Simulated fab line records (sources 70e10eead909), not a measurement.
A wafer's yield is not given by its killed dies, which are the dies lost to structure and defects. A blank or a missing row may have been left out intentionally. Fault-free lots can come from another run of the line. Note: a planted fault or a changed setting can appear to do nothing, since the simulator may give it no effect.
Chamber matching | flow nand-harc | 4 sister chambers for NHARC_A_CHANNEL_FILL_D2_ALD_14 on ald-hk-01
The step deposits SiO2, target thk 2.5 nm, pulse time 10 s, ald cycles 25. 4 wafers are shown with their chamber, then 10 later ones without.

== WAFERS WITH THEIR CHAMBER ==
wafer  | chamber | heater-power-w (W)
L089.2 | 2       | 432
L089.4 | 1       | 563
L088.2 | 3       | 433
L088.4 | 0       | 388

== WAFERS WHOSE CHAMBER IS MISSING ==
wafer  | heater-power-w (W)
L088.5 | 377
L091.2 | 563
L091.3 | 386
L091.6 | 582
L095.2 | 380
L095.4 | 478
L095.5 | 471
L096.2 | 555
L096.4 | 383
L096.6 | 551

== THE CHAMBER EACH PASSED THROUGH ==
wafer  | from the rows above          | in truth
L088.5 | 0                            | 0
L091.2 | 1                            | 1
L091.3 | 0                            | 0
L091.6 | 1                            | 1
L095.2 | 0                            | 0
L095.4 | can't be placed: 3 or 2 or 1 | 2
L095.5 | can't be placed: 3 or 2      | 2
L096.2 | 1                            | 1
L096.4 | 0                            | 0
L096.6 | 1                            | 1
Correct placement for 8 of the 10. Can't be placed from these rows: 2 (the true chamber is among the candidates in 2). Placed wrongly: 0.
How it was worked out, from the rows above alone: a wafer's distance from a chamber is the root of the sum, over the readings, of the square of ((its reading less the chamber's mean) divided by the reading's scatter). The wafer belongs to the nearest chamber; if the next one is less than 2 further off, it can't be placed. A chamber's mean is the mean of its shown wafers. The scatter: root of mean squared gap, hidden wafer to nearest shown wafer, with one shown wafer a chamber.
